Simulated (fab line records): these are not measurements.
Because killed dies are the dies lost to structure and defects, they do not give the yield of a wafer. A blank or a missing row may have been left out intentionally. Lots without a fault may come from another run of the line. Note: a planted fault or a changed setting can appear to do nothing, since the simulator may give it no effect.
What tool caused it? || flow n5Finfet || 11 lots with 33 wafers sampled at 2 steps, on a route of 1938 steps

== WHAT THE GAUGES SHOWED, per wafer ==
N5_PASSIVATION_CD_MEAS_44: the cd target is 40000 nm. Usual: cdNm 39999 nm, standard deviation 3.8.
{"lot": "L951", "measured": "day 15 10:08", "on": "cdSem-02", "cdNm (nm)": "40001 40001 40000", "flag": ""}
{"lot": "L952", "measured": "day 15 15:20", "on": "cdSem-02", "cdNm (nm)": "40000 40000 40000", "flag": ""}
{"lot": "L954", "measured": "day 16 12:58", "on": "cdSem-03", "cdNm (nm)": "39993 39995 40001", "flag": ""}
{"lot": "L955", "measured": "day 16 18:28", "on": "cdSem-01", "cdNm (nm)": "39991 39992 39999", "flag": ""}
{"lot": "L960", "measured": "day 17 05:14", "on": "cdSem-03", "cdNm (nm)": "39993 40002 40001", "flag": ""}
{"lot": "L959", "measured": "day 18 03:41", "on": "cdSem-03", "cdNm (nm)": "40001 40001 40003", "flag": ""}
{"lot": "L961", "measured": "day 18 16:19", "on": "cdSem-01", "cdNm (nm)": "39998 39995 39997", "flag": ""}
{"lot": "L965", "measured": "day 19 05:46", "on": "cdSem-01", "cdNm (nm)": "40002 39997 40001", "flag": ""}
{"lot": "L964", "measured": "day 19 05:11", "on": "cdSem-03", "cdNm (nm)": "40003 40002 39999", "flag": ""}
{"lot": "L966", "measured": "day 19 10:00", "on": "cdSem-02", "cdNm (nm)": "40001 40003 40001", "flag": ""}
{"lot": "L969", "measured": "day 20 02:49", "on": "cdSem-03", "cdNm (nm)": "39998 40001 39998", "flag": ""}

== EACH LOT AND THE TOOL THAT RAN IT (in order: tool; ch and the chambers of the sampled wafers; start) ==
{"lot": "L951", "N5_BEOL_M4_ETCH_70": "rieDiel-01 ch 1,3, day 10 21:49"}
{"lot": "L952", "N5_BEOL_M4_ETCH_70": "rieDiel-01 ch 2,3, day 11 03:33"}
{"lot": "L954", "N5_BEOL_M4_ETCH_70": "rieDiel-03 ch 1,2,3, day 12 01:11"}
{"lot": "L955", "N5_BEOL_M4_ETCH_70": "rieDiel-03 ch 0,1,3, day 12 04:14"}
{"lot": "L960", "N5_BEOL_M4_ETCH_70": "rieDiel-01 ch 0,2,3, day 12 18:28"}
{"lot": "L959", "N5_BEOL_M4_ETCH_70": "rieDiel-01 ch 1,2,3, day 13 15:10"}
{"lot": "L961", "N5_BEOL_M4_ETCH_70": "rieDiel-01 ch 0,3, day 14 00:16"}
{"lot": "L965", "N5_BEOL_M4_ETCH_70": "rieDiel-01 ch 0,1,2, day 14 11:05"}
{"lot": "L964", "N5_BEOL_M4_ETCH_70": "rieDiel-03 ch 1,2, day 14 11:11"}
{"lot": "L966", "N5_BEOL_M4_ETCH_70": "rieDiel-01 ch 0,1,2, day 14 18:58"}
{"lot": "L969", "N5_BEOL_M4_ETCH_70": "rieDiel-03 ch 0,1,2, day 15 06:46"}
- N5_BEOL_M4_ETCH_70: etches SOC in N2/H2, target depth 80 nm, overetch 24 nm, time 130 s.

== AS READ BY THE TOOLS THEMSELVES (means over the sampled wafers that have a number; for cases with no such wafer, the mark the record gives instead) ==
N5_BEOL_M4_ETCH_70. Usual: biasW 150.0 W, standard deviation 0.43; drypumpMotorCurrentA 5.9 A, standard deviation 0.48; oesProductAu 0.59 a.u., standard deviation 0.067; rfVppV 523.6 V, standard deviation 2.7; showerheadPlenumPTorr 2.53 Torr, standard deviation 0.1; throttleValvePct 17.8 %, standard deviation 0.37.
{"lot": "L951", "tool": "rieDiel-01", "biasW (W)": 149.7, "drypumpMotorCurrentA (A)": 5.9, "oesProductAu (a.u.)": 0.64, "rfVppV (V)": 522.4, "showerheadPlenumPTorr (Torr)": 2.47, "throttleValvePct (%)": 17.6, "flag": ""}
{"lot": "L952", "tool": "rieDiel-01", "biasW (W)": 150.4, "drypumpMotorCurrentA (A)": 6.2, "oesProductAu (a.u.)": 0.61, "rfVppV (V)": 522.0, "showerheadPlenumPTorr (Torr)": 2.44, "throttleValvePct (%)": 17.6, "flag": ""}
{"lot": "L954", "tool": "rieDiel-03", "biasW (W)": 150.1, "drypumpMotorCurrentA (A)": 5.7, "oesProductAu (a.u.)": 0.58, "rfVppV (V)": 523.4, "showerheadPlenumPTorr (Torr)": 2.55, "throttleValvePct (%)": 17.7, "flag": ""}
{"lot": "L955", "tool": "rieDiel-03", "biasW (W)": 149.8, "drypumpMotorCurrentA (A)": 5.8, "oesProductAu (a.u.)": 0.64, "rfVppV (V)": 527.1, "showerheadPlenumPTorr (Torr)": 2.65, "throttleValvePct (%)": 17.7, "flag": ""}
{"lot": "L960", "tool": "rieDiel-01", "biasW (W)": 150.4, "drypumpMotorCurrentA (A)": 6.3, "oesProductAu (a.u.)": 0.56, "rfVppV (V)": 522.4, "showerheadPlenumPTorr (Torr)": 2.49, "throttleValvePct (%)": 17.9, "flag": ""}
{"lot": "L959", "tool": "rieDiel-01", "biasW (W)": 149.9, "drypumpMotorCurrentA (A)": 6.1, "oesProductAu (a.u.)": 0.59, "rfVppV (V)": 520.9, "showerheadPlenumPTorr (Torr)": 2.44, "throttleValvePct (%)": 17.8, "flag": ""}
{"lot": "L961", "tool": "rieDiel-01", "biasW (W)": 149.8, "drypumpMotorCurrentA (A)": 6.1, "oesProductAu (a.u.)": 0.58, "rfVppV (V)": 523.6, "showerheadPlenumPTorr (Torr)": 2.49, "throttleValvePct (%)": 17.6, "flag": ""}
{"lot": "L965", "tool": "rieDiel-01", "biasW (W)": 150.0, "drypumpMotorCurrentA (A)": 6.2, "oesProductAu (a.u.)": 0.55, "rfVppV (V)": 522.5, "showerheadPlenumPTorr (Torr)": 2.49, "throttleValvePct (%)": 18.1, "flag": ""}
{"lot": "L964", "tool": "rieDiel-03", "biasW (W)": 150.1, "drypumpMotorCurrentA (A)": 5.2, "oesProductAu (a.u.)": 0.61, "rfVppV (V)": 523.6, "showerheadPlenumPTorr (Torr)": 2.53, "throttleValvePct (%)": 17.5, "flag": ""}
{"lot": "L966", "tool": "rieDiel-01", "biasW (W)": 150.0, "drypumpMotorCurrentA (A)": 6.2, "oesProductAu (a.u.)": 0.54, "rfVppV (V)": 521.6, "showerheadPlenumPTorr (Torr)": 2.49, "throttleValvePct (%)": 18.1, "flag": ""}
{"lot": "L969", "tool": "rieDiel-03", "biasW (W)": 149.9, "drypumpMotorCurrentA (A)": 5.3, "oesProductAu (a.u.)": 0.61, "rfVppV (V)": 524.5, "showerheadPlenumPTorr (Torr)": 2.58, "throttleValvePct (%)": 17.6, "flag": ""}

== THE ANSWER, worked out from the rows above alone ==
Rule: take the mean of a lot's wafers that have a number; if it is more than 3 standard deviations from the usual mean, the lot is off. Also off: a lot with no number at a reading for which 4 or more lots have one. Where the step has rows for the other lots, those lots are counted as sound. The gauges are gone through in route order, then the tools' own readings, and for those a lot's mean is taken as printed above. The first step at which some lot is off is used, and at that step the reading that is off furthest; a lot without a number counts as furthest.
None of the lots is off at any reading shown; this tells nothing.

== WHAT WAS PUT IN BY THE SIMULATOR ==
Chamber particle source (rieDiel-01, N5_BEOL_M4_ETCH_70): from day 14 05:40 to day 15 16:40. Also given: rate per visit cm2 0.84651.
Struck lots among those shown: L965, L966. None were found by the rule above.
